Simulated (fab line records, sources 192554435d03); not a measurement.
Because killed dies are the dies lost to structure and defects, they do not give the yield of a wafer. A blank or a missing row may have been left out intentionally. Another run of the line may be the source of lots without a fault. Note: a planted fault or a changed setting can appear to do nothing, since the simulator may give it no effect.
fab line records + flow n5Finfet
record:
- lots: 7
- wafers: 39
route steps=1938 shown WELL_APT@26 FIN_SAQP@98 DUMMY_GATE@214 ILD0@342 MOL_CONTACT_COAG@584 BEOL_M0_SAQP@633 BEOL_M2@910 BEOL_M3@1000 BEOL_M4@1084
startH: the number of hours between the record's first day and the start of the first shown wafer of the lot + waitH: time in hours since the lot's previous step + " the same as in the row above + L1.1+2: one row covering several wafers at once + - either no value or no given start + * or withheld: withheld + < > ~ a bound
route shown NAME@n: a module of which the file shows steps, and the number in the route of the first + usual: mean/standard deviation of fault-free wafers + same: alike in all rows + chamber/n: place in a boat + sites: per-site readings + _std_site: their standard deviation + _edge_site: outer sites' mean less inner sites' + radiusMm: for every site, how far away it sits from the centre of the wafer + mask NAME#n: copy n + behind: the most recent tool/chamber to have shaped the wafer + hold: the reason the lot was held/the length of the hold in hours/how it ended + device: the n, p or np transistor that did not switch + end of line: at the end of the route, the tests of the same wafers + a step given without rows: its recipe and nothing more + killed: at the first sort, the dies lost to defects and structure; wafer yield is something else + map: dies across one wafer; x = killed, . = not, _ = none there
set.NAME: the run value of the setting; set.NAME@STEP: its run value at that earlier step + model.NAME: the simulator's own value behind a step, which no gauge read
lots run with intentionally changed settings; tables by step, rows by wafer
== steps ==
step: N5_WELL_APT_DEVELOP_07
recipe:
- developTimeS: 45
- rinseLiquid: surfactantRinse
- dry: airSpin
- devTempC: 21
step: N5_FIN_SAQP_PECVD_47
recipe:
- material: a-Si
- targetThkA: 450
- tempC: 400
- precursor: SiH4/He
- pressureTorr: 3
- rfW: 100
- timeS: 36.3
step: N5_DUMMY_GATE_ALD_02
recipe:
- material: SiO2
- targetThkA: 20
- tempC: 300
- aldPrecursorFamily: BDEAS
- aldCoReactant: O2-plasma
- pulseTimeS: 1
- pressureTorr: 2
step: N5_ILD0_PRECLEAN_10
recipe:
- chemistry: NF3:NH3
- afsCycles: 5
- timeS: 20
- tempC: 30
- sublimationTempC: 180
- sublimationTimeS: 60
- pressureTorr: 3
- rfPowerW: 30
step: N5_MOL_CONTACT_COAG_ETCHBACK_135
recipe:
- chemistry: CHF3
- target: SiO2
- targetDepthA: 250
- timeS: 16.7
- ionEnergyEv: 200
- pressureMtorr: 30
- sourceW: 610
- biasW: 170
- Ar_flow_sccm: 200
- CHF3_flow_sccm: 50
step: N5_BEOL_M0_SAQP_ILD_DEP_01
recipe:
- material: SiOC
- targetThkA: 454.19
- tempC: 350
- precursor: DEMS/O2
- pressureTorr: 5
- rfW: 500
- timeS: 8.7
step: N5_BEOL_M2_SPUTTER_86
recipe:
- material: Cu
- targetThkA: 45
- tempC: -20
- chamberPressurePa: 0.07
- powerW: withheld
- timeS: 8.29
step: N5_BEOL_M3_SPUTTER_86
step: N5_BEOL_M4_SPUTTER_48
step: N5_BEOL_M4_RC_MEAS_101
usual:
- IGATE_N: 0.0128/0.0018
- IGATE_P: 0.0038/0.00051
| lot.wafer | tool      | chamber | startH | waitH | set.developTimeS@WELL_APT_DEVELOP_07 | set.timeS@FIN_SAQP_PECVD_47 | set.targetThkA@DUMMY_GATE_ALD_02 | set.timeS@ILD0_PRECLEAN_10 | set.timeS@MOL_CONTACT_COAG_ETCHBACK_135 | set.targetThkA@BEOL_M0_SAQP_ILD_DEP_01 | set.targetThkA@BEOL_M2_SPUTTER_86 | set.timeS@BEOL_M3_SPUTTER_86 | set.timeS@BEOL_M4_SPUTTER_48 | IGATE_N[nA/um] | IGATE_P[nA/um] |
|-----------|-----------|---------|--------|-------|--------------------------------------|-----------------------------|----------------------------------|----------------------------|-----------------------------------------|----------------------------------------|-----------------------------------|------------------------------|------------------------------|----------------|----------------|
| L075.1    | prober-01 | 0       | 202.15 | 0.0   | 69.17                                | 36.3                        | 20                               | 20                         | 16.7                                    | 454.19                                 | 45                                | 4.97                         | 8.29                         | 0.0104         | 0.0031         |
| L075.2    | "         | 0       | "      | "     | 45                                   | 36.3                        | 20                               | 20                         | 9.707                                   | 534.3                                  | 45                                | 4.97                         | 4.431                        | 0.0131         | 0.0038         |
| L075.3    | "         | 0       | "      | "     | 69.17                                | 36.3                        | 31.34                            | 20                         | 9.707                                   | 534.3                                  | 45                                | 8.29                         | 4.431                        | 0.0000         | 0.0000         |
| L075.4    | "         | 0       | "      | "     | 69.17                                | 36.3                        | 20                               | 20                         | 16.7                                    | 454.19                                 | 45                                | 8.29                         | 4.431                        | 0.0140         | 0.0042         |
| L075.5    | "         | 0       | "      | "     | 45                                   | 36.3                        | 31.34                            | 20                         | 9.707                                   | 454.19                                 | 45                                | 8.29                         | 8.29                         | 0.0000         | 0.0000         |
| L075.6    | "         | 0       | "      | "     | 45                                   | 36.3                        | 31.34                            | 20                         | 16.7                                    | 534.3                                  | 45                                | 4.97                         | 8.29                         | 0.0000         | 0.0000         |
| L077.1    | prober-01 | 0       | 204.19 | 0.0   | 45                                   | 36.3                        | 20                               | 20                         | 16.7                                    | 226                                    | 66.69                             | 9.555                        | 9.586                        | 0.0129         | 0.0039         |
| L077.2    | "         | 0       | "      | "     | 45                                   | 36.3                        | 16.99                            | 20                         | 10.89                                   | 454.19                                 | 66.69                             | 8.29                         | 8.29                         | 0.0123         | 0.0037         |
| L077.3    | "         | 0       | "      | "     | 45                                   | 36.3                        | 16.99                            | 20                         | 16.7                                    | 226                                    | 45                                | 9.555                        | 8.29                         | 0.0123         | 0.0037         |
| L077.4    | "         | 0       | "      | "     | 45                                   | 23.94                       | 20                               | 20                         | 10.89                                   | 226                                    | 45                                | 8.29                         | 9.586                        | 0.0140         | 0.0041         |
| L077.5    | "         | 0       | "      | "     | 45                                   | 23.94                       | 20                               | 20                         | 16.7                                    | 454.19                                 | 45                                | 8.29                         | 8.29                         | 0.0106         | 0.0032         |
| L077.6    | "         | 0       | "      | "     | 45                                   | 23.94                       | 16.99                            | 20                         | 10.89                                   | 454.19                                 | 66.69                             | 9.555                        | 9.586                        | 0.0137         | 0.0041         |
| L081.2    | prober-02 | 0       | 234.52 | 0.2   | 45                                   | 36.3                        | 20                               | 20                         | 16.7                                    | 454.19                                 | 45                                | 8.29                         | 8.29                         | 0.0093         | 0.0028         |
| L081.4    | "         | 0       | "      | "     | 45                                   | 36.3                        | 20                               | 20                         | 16.7                                    | 454.19                                 | 45                                | 8.29                         | 8.29                         | 0.0102         | 0.0031         |
| L081.5    | "         | 0       | "      | "     | 45                                   | 36.3                        | 20                               | 20                         | 16.7                                    | 454.19                                 | 45                                | 8.29                         | 8.29                         | 0.0098         | 0.0030         |
| L084.1    | prober-02 | 0       | 256.94 | 0.0   | 45                                   | 19.52                       | 12.81                            | 20                         | 16.7                                    | 454.19                                 | 27.27                             | 8.29                         | 12.66                        | 0.0109         | 0.0032         |
| L084.2    | "         | 0       | "      | "     | 45                                   | 19.52                       | 20                               | 28.48                      | 16.7                                    | 454.19                                 | 45                                | 11.39                        | 12.66                        | 0.0132         | 0.0039         |
| L084.3    | "         | 0       | "      | "     | 45                                   | 36.3                        | 20                               | 28.48                      | 16.7                                    | 529.4                                  | 27.27                             | 8.29                         | 8.29                         | 0.0121         | 0.0036         |
| L084.4    | "         | 0       | "      | "     | 45                                   | 19.52                       | 12.81                            | 28.48                      | 16.7                                    | 529.4                                  | 27.27                             | 11.39                        | 12.66                        | 0.0120         | 0.0035         |
| L084.5    | "         | 0       | "      | "     | 45                                   | 36.3                        | 20                               | 20                         | 16.7                                    | 529.4                                  | 45                                | 8.29                         | 8.29                         | 0.0117         | 0.0035         |
| L084.6    | "         | 0       | "      | "     | 45                                   | 36.3                        | 12.81                            | 20                         | 16.7                                    | 454.19                                 | 45                                | 11.39                        | 8.29                         | 0.0107         | 0.0032         |
| L088.1    | prober-02 | 0       | 278.02 | 0.0   | 61.65                                | 36.3                        | 24.16                            | 10.97                      | 13.72                                   | 237.6                                  | 45                                | 11.91                        | 6.155                        | 0.0087         | 0.0025         |
| L088.2    | "         | 0       | "      | "     | 45                                   | 36.3                        | 24.16                            | 10.97                      | 16.7                                    | 454.19                                 | 45                                | 8.29                         | 6.155                        | 0.0102         | 0.0030         |
| L088.3    | "         | 0       | "      | "     | 61.65                                | 36.3                        | 24.16                            | 20                         | 16.7                                    | 237.6                                  | 45                                | 8.29                         | 8.29                         | 0.0082         | 0.0024         |
| L088.4    | "         | 0       | "      | "     | 45                                   | 36.3                        | 20                               | 20                         | 13.72                                   | 237.6                                  | 45                                | 8.29                         | 8.29                         | 0.0099         | 0.0029         |
| L088.5    | "         | 0       | "      | "     | 45                                   | 36.3                        | 20                               | 20                         | 16.7                                    | 454.19                                 | 45                                | 11.91                        | 6.155                        | 0.0111         | 0.0033         |
| L088.6    | "         | 0       | "      | "     | 61.65                                | 36.3                        | 20                               | 10.97                      | 13.72                                   | 454.19                                 | 45                                | 11.91                        | 8.29                         | 0.0135         | 0.0039         |
| L090.1    | prober-01 | 0       | 289.62 | 0.0   | 58.44                                | 36.3                        | 20                               | 15.8                       | 16.7                                    | 251.3                                  | 25.76                             | 8.29                         | 11.7                         | 0.0127         | 0.0038         |
| L090.2    | "         | 0       | "      | "     | 45                                   | 36.3                        | 20                               | 15.8                       | 8.804                                   | 454.19                                 | 45                                | 8.29                         | 8.29                         | 0.0118         | 0.0035         |
| L090.3    | "         | 0       | "      | "     | 45                                   | 47.19                       | 20                               | 20                         | 8.804                                   | 251.3                                  | 45                                | 8.29                         | 8.29                         | 0.0131         | 0.0039         |
| L090.4    | "         | 0       | "      | "     | 58.44                                | 47.19                       | 20                               | 20                         | 8.804                                   | 454.19                                 | 25.76                             | 8.29                         | 11.7                         | 0.0124         | 0.0038         |
| L090.5    | "         | 0       | "      | "     | 45                                   | 47.19                       | 20                               | 15.8                       | 16.7                                    | 251.3                                  | 45                                | 8.29                         | 11.7                         | 0.0120         | 0.0036         |
| L090.6    | "         | 0       | "      | "     | 58.44                                | 36.3                        | 20                               | 20                         | 16.7                                    | 454.19                                 | 25.76                             | 8.29                         | 8.29                         | 0.0144         | 0.0043         |
| L092.1    | prober-02 | 0       | 306.09 | 0.0   | 69.3                                 | 54.57                       | 20                               | 14.11                      | 16.7                                    | 699.3                                  | 45                                | 8.29                         | 8.29                         | 0.0114         | 0.0034         |
| L092.2    | "         | 0       | "      | "     | 69.3                                 | 36.3                        | 26.02                            | 14.11                      | 25.89                                   | 699.3                                  | 45                                | 10.25                        | 8.29                         | 0.0049         | 0.0014         |
| L092.3    | "         | 0       | "      | "     | 45                                   | 54.57                       | 26.02                            | 14.11                      | 25.89                                   | 454.19                                 | 45                                | 10.25                        | 4.722                        | 0.0054         | 0.0016         |
| L092.4    | "         | 0       | "      | "     | 69.3                                 | 36.3                        | 20                               | 20                         | 16.7                                    | 454.19                                 | 45                                | 10.25                        | 8.29                         | 0.0139         | 0.0041         |
| L092.5    | "         | 0       | "      | "     | 45                                   | 36.3                        | 20                               | 20                         | 25.89                                   | 699.3                                  | 45                                | 8.29                         | 4.722                        | 0.0136         | 0.0040         |
| L092.6    | "         | 0       | "      | "     | 45                                   | 54.57                       | 26.02                            | 20                         | 16.7                                    | 454.19                                 | 45                                | 8.29                         | 4.722                        | 0.0050         | 0.0015         |
== key ==
split:
- step: N5_WELL_APT_DEVELOP_07
- setting: developTimeS
- statedAs: 45
response none clear
split:
- step: N5_FIN_SAQP_PECVD_47
- setting: timeS
- statedAs: 36.3
response none clear
split:
- step: N5_DUMMY_GATE_ALD_02
- setting: targetThkA
- statedAs: 20
response:
- step: N5_BEOL_M4_RC_MEAS_101
- reading: IGATE_P
- slope: -4.4e-05
- per: 1%
- togetherWith: all
- explained: 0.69
response:
- step: N5_BEOL_M4_RC_MEAS_101
- reading: IGATE_N
- slope: -0.000149
- per: 1%
- togetherWith: all
- explained: 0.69
split:
- step: N5_ILD0_PRECLEAN_10
- setting: timeS
- statedAs: 20
response none clear
split:
- step: N5_MOL_CONTACT_COAG_ETCHBACK_135
- setting: timeS
- statedAs: 16.7
response none clear
split:
- step: N5_BEOL_M0_SAQP_ILD_DEP_01
- setting: targetThkA
- statedAs: 454.19
response none clear
split:
- step: N5_BEOL_M2_SPUTTER_86
- setting: targetThkA
- statedAs: 45
response none clear
split:
- step: N5_BEOL_M3_SPUTTER_86
- setting: timeS
- statedAs: 8.29
response none clear
split:
- step: N5_BEOL_M4_SPUTTER_48
- setting: timeS
- statedAs: 8.29
response none clear
